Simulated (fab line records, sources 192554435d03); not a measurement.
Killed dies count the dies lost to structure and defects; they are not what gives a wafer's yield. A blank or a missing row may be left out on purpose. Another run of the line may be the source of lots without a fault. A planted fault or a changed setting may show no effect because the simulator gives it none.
Split-lot trial    flow n5-finfet    route with 1938 steps; 7 lots, 39 wafers read

## ABOUT THE SPLIT
At N5_FIN_SAQP_HM_DEP_72 (deposits SiO2 from SiH4/N2O, target thk 12 nm, time 7.2 s), the setting time-s was moved away from the recipe's 7.2 s on 12 of the 39 wafers read, by -14.8% to +11.9%. The other wafers ran this setting at the recipe's value.

## FROM THE SPLIT TO THE READING: what the file shows between them, 4 steps
- N5_FIN_SAQP_COAT_49: time 60 s, resist thk 100 nm
- N5_FIN_SAQP_COAT_50: time 60 s, resist thk 35 nm
- N5_FIN_SAQP_ETCH_52: etches SOC in N2/H2, target depth 100 nm, overetch 20 nm, time 150 s
- N5_FIN_SAQP_STRIP_53: strips in N2/H2

## THE READING
etch.depth-nm (the simulator's own value, which no gauge read), in nm, at N5_FIN_SAQP_HM_OPEN_73 (chemistry CHF3/O2, target SiO2, stops on a-Si, target depth 12 nm, time 16.8 s). The file does not state a usual value for it. Across the 27 wafers here that went through the recipe, the average is 11.99 nm and the standard deviation 0.18 nm.

wafer   tool, chamber at the split  time-s as run, s  against the recipe  etch.depth-nm, nm  against lot-mates on the recipe
L074.1  pecvd-02, 0                 7.2               recipe              11.67              -
L074.2  pecvd-02, 1                 7.2               recipe              11.71              -
L074.3  pecvd-02, 2                 6.788             -5.7%               11.08              -0.73
L074.4  pecvd-02, 2                 7.2               recipe              12.04              -
L074.5  pecvd-02, 1                 6.788             -5.7%               11.21              -0.60
L074.6  pecvd-02, 0                 6.788             -5.7%               11.31              -0.50
L079.1  pecvd-01, 1                 7.2               recipe              11.81              -
L079.2  pecvd-01, 0                 6.133             -14.8%              10.03              -1.87
L079.3  pecvd-01, 0                 6.133             -14.8%              10.16              -1.74
L079.4  pecvd-01, 1                 7.2               recipe              11.9               -
L079.5  pecvd-01, 0                 7.2               recipe              11.99              -
L079.6  pecvd-01, 1                 6.133             -14.8%              10.1               -1.80
L080.1  pecvd-02, 1,0               7.2               recipe              11.9               -
L080.3  pecvd-02, 1,0               7.2               recipe              11.9               -
L080.2  pecvd-02, 2                 7.2               recipe              12.02              -
L080.4  pecvd-02, 1                 7.2               recipe              12.25              -
L080.5  pecvd-02, 2                 7.2               recipe              12.36              -
L080.6  pecvd-02, 0                 7.2               recipe              12.08              -
L093.1  pecvd-03, 1,0               8.054             +11.9%              13.12              +1.24
L093.2  pecvd-03, 1,0               8.054             +11.9%              13.12              +1.24
L093.3  pecvd-03, 2                 7.2               recipe              11.61              -
L093.4  pecvd-03, 1                 8.054             +11.9%              13.29              +1.41
L093.5  pecvd-03, 0                 7.2               recipe              11.87              -
L093.6  pecvd-03, 2                 7.2               recipe              12.15              -
L094.1  pecvd-03, 1                 7.2               recipe              11.93              -
L094.2  pecvd-03, 2                 7.2               recipe              12.03              -
L094.3  pecvd-03, 0                 7.2               recipe              12.09              -
L094.4  pecvd-03, 2                 7.2               recipe              12.13              -
L094.5  pecvd-03, 0                 7.2               recipe              12.12              -
L094.6  pecvd-03, 1                 7.2               recipe              12.23              -
L095.3  pecvd-02, 2                 7.2               recipe              11.92              -
L095.5  pecvd-02, 1                 7.2               recipe              11.87              -
L095.6  pecvd-02, 2                 7.2               recipe              12.17              -
L097.1  pecvd-01, 1                 6.682             -7.2%               10.84              -1.14
L097.2  pecvd-01, 2                 7.2               recipe              11.95              -
L097.3  pecvd-01, 0                 6.682             -7.2%               11.09              -0.89
L097.4  pecvd-01, 2                 6.682             -7.2%               11.21              -0.77
L097.5  pecvd-01, 0                 7.2               recipe              12.15              -
L097.6  pecvd-01, 1                 7.2               recipe              11.84              -
Rows listing several chambers each stand for several wafers; the file does not say which wafer went through which chamber.

FIT RESULTS
A straight line over all 39 wafers: etch.depth-nm changes by +0.119 nm for each +1% of time-s; r = +0.97; the points scatter about the line by 0.18 nm.
The same after taking each lot's own level away (the mean of its wafers on the recipe; 39 wafers): +0.117 nm for each +1%; r = +0.98; scatter 0.14 nm.
Per that fit: largest time-s move, reading shift of 1.7 nm.
Measured against the standard deviation above, the lots' own levels, which go from 11.807 to 12.088 nm, span 1.6 times it.
Consequently the slope shifts little with the lot-to-lot level, the two slopes agreeing.
Check: with one of the wafers moved furthest among these (-14.8%) left out of the fit, the line predicts -1.73 nm for it against its lot-mates. It came out at -1.87 nm against them.

## THE WHOLE CHAIN: every reading that the file lists as answering this split, in the file's order
step                    what it does                                                                    reading                                                                             change (the file's fit)                r (the file's)
N5_FIN_SAQP_HM_DEP_72   deposits SiO2 from SiH4/N2O, target thk 12 nm, time 7.2 s                       SiO2_of_FIN_SAQP_HM_DEP_72.thk-nm (the simulator's own value, which no gauge read)  +0.118 nm for each +1% of the setting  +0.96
N5_FIN_SAQP_HM_OPEN_73  chemistry CHF3/O2, target SiO2, stops on a-Si, target depth 12 nm, time 16.8 s  etch.depth-nm (the simulator's own value, which no gauge read)                      +0.118 nm for each +1% of the setting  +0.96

## FILE'S OWN FIT
etch.depth-nm changes by +0.118 nm for each +1% of time-s, r = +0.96.
